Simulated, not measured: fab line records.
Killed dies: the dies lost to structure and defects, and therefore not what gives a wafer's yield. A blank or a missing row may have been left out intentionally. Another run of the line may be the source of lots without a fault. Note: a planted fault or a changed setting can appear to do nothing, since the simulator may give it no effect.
Split-lot experiment    flow n5Finfet    7 lots, 21 wafers read, on a route of 1938 steps

## ABOUT THE SPLIT
At N5_BEOL_M14_COAT_04 (resist thk 800 nm), the setting spinRpm was moved away from the recipe's 1704 rpm on 6 of the 21 wafers read, by -10.7% to +8.6%. This setting was run at the recipe's value on the other wafers.

## FROM THE SPLIT TO THE READING: what the file shows between them, 4 steps
- N5_BEOL_M14_EBR_06
- N5_BEOL_M14_SOFTBAKE_05: time 60 s
- N5_BEOL_M14_DESCUM_15: chemistry O2, time 7.9 s
- N5_BEOL_M14_ETCH_59: etches BARC in N2/H2, target depth 89 nm, overetch 26.7 nm, time 67.9 s

## THE READING
coat_of_BEOL_M14_COAT_04.thkNm (the simulator's own value, which no gauge read), in nm, at N5_BEOL_M14_VIA_ETCH_16 (etches SiO2 in C4F8/O2/Ar, target depth 1231.3 nm). The file gives no usual value for it. Average 453.3 nm, standard deviation 6.1 nm, over the 15 wafers here run with the recipe.

wafer   tool, chamber at the split  spinRpm as run, rpm  against the recipe  coat_of_BEOL_M14_COAT_04.thkNm, nm  against lot-mates on the recipe
L082.2  lithoTrack-04, 0            1704                 recipe              455                                 -
L082.4  lithoTrack-04, 0            1704                 recipe              446.4                               -
L082.6  lithoTrack-04, 0            1704                 recipe              445.4                               -
L078.3  lithoTrack-05, 0            1704                 recipe              466.6                               -
L078.4  lithoTrack-05, 0            1704                 recipe              450                                 -
L078.5  lithoTrack-05, 0            1704                 recipe              456.6                               -
L084.1  lithoTrack-02, 0            1704                 recipe              461.2                               -
L084.2  lithoTrack-02, 0            1704                 recipe              457                                 -
L084.4  lithoTrack-02, 0            1704                 recipe              456                                 -
L086.1  lithoTrack-02, 0            1521                 -10.7%              502.8                               +54.4
L086.5  lithoTrack-02, 0            1704                 recipe              448.4                               -
L086.6  lithoTrack-02, 0            1521                 -10.7%              499                                 +50.6
L090.4  lithoTrack-05, 0            1851                 +8.6%               421                                 no lot-mate on the recipe
L090.5  lithoTrack-05, 0            1851                 +8.6%               425.8                               no lot-mate on the recipe
L090.6  lithoTrack-05, 0            1851                 +8.6%               423.4                               no lot-mate on the recipe
L089.1  lithoTrack-02, 0            1704                 recipe              457                                 -
L089.3  lithoTrack-02, 0            1704                 recipe              453.2                               -
L089.4  lithoTrack-02, 0            1704                 recipe              449.4                               -
L093.1  lithoTrack-02, 0            1704                 recipe              442.8                               -
L093.4  lithoTrack-02, 0            1704                 recipe              454.2                               -
L093.6  lithoTrack-02, 0            1558                 -8.6%               491.4                               +42.9

FIT RESULTS
A straight line over all 21 wafers: coat_of_BEOL_M14_COAT_04.thkNm changes by -4.02 nm for each +1% of spinRpm; r = -0.96; the points scatter about the line by 5.9 nm.
The same after taking each lot's own level away (the mean of its wafers on the recipe; 18 wafers): -4.92 nm for each +1%; r = -0.98; scatter 4.4 nm.
The reading moves by 53 nm for the largest change in spinRpm, on that fit.
The span of the lots' own levels, 448.40 to 458.07 nm, comes to 1.6 times the standard deviation stated above.
So the lot-to-lot level changes the slope: the two fits differ.
Check: +51.8 nm against its lot-mates is what the line predicts for one of the wafers moved furthest among these (-10.7%) when that wafer is left out of the fit. Against them it came out at +54.4 nm.

## FURTHER SPLITS ON THESE WAFERS
Before the reading, these wafers also passed through other splits. Each is held against what the fit with the lots' levels taken away leaves over:
other split on the same wafers  wafers away from the commonest value  r with coat_of_BEOL_M14_COAT_04.thkNm (lot level and that fit taken away)
N5_BEOL_M11_EXPOSE_25 doseMj    6                                     +0.00
N5_BEOL_M12_COAT_04 spinRpm     7                                     +0.18
N5_BEOL_M12_EXPOSE_07 doseMj    5                                     -0.18
N5_BEOL_M13_COAT_04 spinRpm     8                                     +0.24

## THE WHOLE CHAIN: every reading that the file lists as answering this split, in the file's order
step                     what it does                                                             reading                                                                          change (the file's fit)               r (the file's)
N5_BEOL_M14_COAT_04      resist thk 800 nm                                                        coat_of_BEOL_M14_COAT_04.thkNm (the simulator's own value, which no gauge read)  -4.37 nm for each +1% of the setting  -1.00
N5_BEOL_M14_ETCH_59      etches BARC in N2/H2, target depth 89 nm, overetch 26.7 nm, time 67.9 s  coat_of_BEOL_M14_COAT_04.thkNm (the simulator's own value, which no gauge read)  -4.17 nm for each +1% of the setting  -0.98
N5_BEOL_M14_VIA_ETCH_16  etches SiO2 in C4F8/O2/Ar, target depth 1231.3 nm                        coat_of_BEOL_M14_COAT_04.thkNm (the simulator's own value, which no gauge read)  -4.93 nm for each +1% of the setting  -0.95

## THE FILE'S OWN FIT
coat_of_BEOL_M14_COAT_04.thkNm changes by -4.93 nm for each +1% of spinRpm, r = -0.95.
